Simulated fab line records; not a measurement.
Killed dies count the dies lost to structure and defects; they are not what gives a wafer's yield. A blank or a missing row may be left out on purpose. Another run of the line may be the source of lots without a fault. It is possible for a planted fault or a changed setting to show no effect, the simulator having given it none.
Which tool is to blame? / flow nand-harc / at 1 step of a route of 1302, 6 lots with 18 wafers sampled

WHAT EACH GAUGE READ, for each wafer
NHARC_A_CONTACT_CD_MEAS_80.
lot=L110; measured=day 22 19:20; on=cd-sem-01; cd-nm (nm)=288.5 289.5 288.7
lot=L113; measured=day 24 01:35; on=cd-sem-01; cd-nm (nm)=288.5 288.6 289.1
lot=L124; measured=day 28 04:46; on=cd-sem-02; cd-nm (nm)=289.8 290.4 290.3
lot=L126; measured=day 29 21:24; on=cd-sem-03; cd-nm (nm)=289.9 288.9 289.9
lot=L129; measured=day 31 02:28; on=cd-sem-01; cd-nm (nm)=289.4 289.2 288.9
lot=L128; measured=day 31 10:58; on=cd-sem-02; cd-nm (nm)=290.4 290.6 290.0

EACH LOT AND THE TOOL THAT RAN IT (in order: tool; ch and the chambers of the sampled wafers; start)
Record: no process step prior to these readings.

THE ANSWER, worked out from the rows above alone
Rule: what is usual is taken from the lots themselves. The widest of any qualifying gaps counts: lots, ordered by their means at a reading, are off when they make up no more than a third of the lots, leave a main group of 4 or more, and stand apart from it by 3 or more times the standard deviation of that group's means. A main group whose means are all the same, to the digits that the tables above print for the reading, isn't used. Also off: a lot with no number at a reading for which 4 or more lots have one. All remaining lots with rows at the step are treated as sound.
No lot is off on any of the readings shown, so nothing can be concluded from this.

WHAT THE SIMULATOR PUT IN
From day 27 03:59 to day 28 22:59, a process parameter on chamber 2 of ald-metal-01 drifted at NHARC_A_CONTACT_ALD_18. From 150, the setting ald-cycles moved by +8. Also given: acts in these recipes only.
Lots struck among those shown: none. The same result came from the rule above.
